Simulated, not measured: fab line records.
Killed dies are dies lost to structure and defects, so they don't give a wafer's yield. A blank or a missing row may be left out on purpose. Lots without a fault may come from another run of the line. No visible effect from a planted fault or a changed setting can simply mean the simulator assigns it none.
Matching of chambers + flow n5_finfet + N5_BEOL_M11_CURE_72 on uv_cure-03 has 3 sister chambers
The step cures SiCOH lowk, time 120 s. 6 wafers are shown with their chamber, then 7 later ones without.

== WAFERS PAIRED WITH THEIR CHAMBERS ==
| wafer  | chamber | wafer_temp_C_max | lamp_power_pct (%) |
|--------|---------|------------------|--------------------|
| L078.4 | 1       | 371.6            | 52.34              |
| L078.6 | 1       | 371.2            | 52.32              |
| L081.3 | 2       | 371.3            | 52.38              |
| L081.5 | 2       | 372.1            | 52.23              |
| L090.2 | 0       | 371.5            | 52.40              |
| L090.3 | 0       | 371.7            | 52.22              |

== WAFERS WITH NO CHAMBER GIVEN ==
| wafer  | wafer_temp_C_max | lamp_power_pct (%) |
|--------|------------------|--------------------|
| L090.5 | 371.8            | 52.29              |
| L088.1 | 371.7            | 52.32              |
| L088.3 | 372.7            | 52.37              |
| L088.4 | 371.8            | 52.25              |
| L088.2 | 371.9            | 52.37              |
| L088.5 | 371.8            | 52.37              |
| L088.6 | 372.0            | 52.37              |

== THE CHAMBER EACH PASSED THROUGH ==
| wafer  | from the rows above          | in truth |
|--------|------------------------------|----------|
| L090.5 | can't be placed: 2 or 0 or 1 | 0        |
| L088.1 | can't be placed: 2 or 0 or 1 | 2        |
| L088.3 | can't be placed: 2 or 0 or 1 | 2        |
| L088.4 | can't be placed: 2 or 0 or 1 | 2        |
| L088.2 | can't be placed: 2 or 0 or 1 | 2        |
| L088.5 | can't be placed: 2 or 0 or 1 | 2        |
| L088.6 | can't be placed: 2 or 0 or 1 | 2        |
Placed correctly: 0 of 7. Unplaceable from these rows: 7, with the true chamber sitting among the candidates in 7. Number placed wrongly: 0.
How it was worked out, from the rows above alone: a wafer's distance from a chamber is the root of the sum, over the readings, of the square of ((its reading less the chamber's mean) divided by the reading's scatter). The wafer belongs to the nearest chamber; if the next one is less than 2 further off, it can't be placed. A chamber's mean is the mean of its shown wafers. The scatter: take each reading less its chamber's mean, square it, sum over the shown wafers, divide by the number of wafers less the number of chambers, and take the root.
